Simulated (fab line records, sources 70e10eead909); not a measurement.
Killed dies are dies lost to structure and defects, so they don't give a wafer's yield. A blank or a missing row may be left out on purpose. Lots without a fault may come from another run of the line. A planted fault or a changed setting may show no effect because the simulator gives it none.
Chamber matching | flow nand_harc | NHARC_A_STAIRCASE_DESCUM_219 on rie_diel-02: 4 sister chambers
The step chemistry O2, time 3 s. 22 wafers are shown with their chamber, then 11 later ones without.

WAFERS WITH THEIR CHAMBER
wafer  | chamber | drypump_motor_current_A (A) | showerhead_plenum_p_Torr (Torr) | oes_product_au (a.u.)
L075.2 | 1       | 5.56                        | 1.77                            | 0.999
L075.5 | 0       | 5.78                        | 1.79                            | 1.000
L075.6 | 1       | 5.56                        | 1.77                            | 0.991
L076.2 | 2       | 5.89                        | 1.99                            | 1.002
L076.5 | 2       | 5.85                        | 1.99                            | 0.997
L076.6 | 3       | 5.22                        | 1.93                            | 0.999
L074.1 | 2       | 5.89                        | 1.99                            | 1.011
L074.4 | 0       | 5.82                        | 1.79                            | 0.984
L074.6 | 3       | 5.24                        | 1.93                            | 0.999
L079.1 | 1       | 5.59                        | 2.08                            | 1.011
L079.2 | 0       | 5.79                        | 1.79                            | 0.988
L079.3 | 2       | 5.87                        | 1.99                            | 1.021
L082.1 | 1       | 5.59                        | 2.07                            | 1.003
L082.2 | 2       | 5.88                        | 1.98                            | 1.010
L082.5 | 0       | 5.78                        | 1.78                            | 0.992
L084.1 | 0       | 5.79                        | 1.78                            | 1.004
L084.3 | 2       | 5.84                        | 1.98                            | 1.019
L084.6 | 1       | 5.55                        | 2.07                            | 1.012
L086.1 | 2       | 5.87                        | 1.98                            | 1.007
L086.3 | 0       | 5.78                        | 1.78                            | 0.998
L086.4 | 1       | 5.59                        | 2.07                            | 0.993
L088.1 | 1       | 5.61                        | 2.06                            | 1.006

SIGNATURES (means of the wafers above)
reading                  | chamber 0 | chamber 1 | chamber 2 | chamber 3 | scatter within a chamber
drypump_motor_current_A  | 5.7900    | 5.5786    | 5.8700    | 5.2300    | 0.019
showerhead_plenum_p_Torr | 1.7850    | 1.9843    | 1.9857    | 1.9300    | 0.0847
oes_product_au           | 0.99433   | 1.00214   | 1.00957   | 0.99900   | 0.00797
Rule: a wafer's distance from a chamber is the root of the sum, over the readings, of the square of ((its reading less the chamber's mean) divided by the reading's scatter). The wafer belongs to the nearest chamber; if the next one is less than 2 further off, it can't be placed. The scatter: the root of (the sum of the squares of (reading less its chamber's mean) over the shown wafers, divided by (wafers less chambers)).

WAFERS WITHOUT THEIR CHAMBER
wafer  | drypump_motor_current_A (A) | showerhead_plenum_p_Torr (Torr) | oes_product_au (a.u.)
L088.2 | 5.86                        | 1.97                            | 1.011
L088.5 | 5.81                        | 1.77                            | 1.002
L089.1 | 5.89                        | 1.97                            | 1.010
L089.3 | 5.25                        | 1.92                            | 1.008
L089.6 | 5.23                        | 1.92                            | 1.001
L090.2 | 5.21                        | 1.91                            | 1.010
L090.3 | 5.78                        | 1.77                            | 1.007
L090.6 | 5.60                        | 2.06                            | 1.014
L092.4 | 5.58                        | 2.06                            | 1.000
L092.5 | 5.27                        | 1.91                            | 1.009
L092.6 | 5.88                        | 1.97                            | 1.019

WHICH CHAMBER EACH WENT THROUGH
wafer  | from the rows above | in truth
L088.2 | 2                   | 2
L088.5 | 0                   | 0
L089.1 | 2                   | 2
L089.3 | 3                   | 3
L089.6 | 3                   | 3
L090.2 | 3                   | 3
L090.3 | 0                   | 0
L090.6 | 1                   | 1
L092.4 | 1                   | 1
L092.5 | 3                   | 3
L092.6 | 2                   | 2
Placed correctly: 11 of 11. Can't be placed from these rows: 0. Placed wrongly: 0.
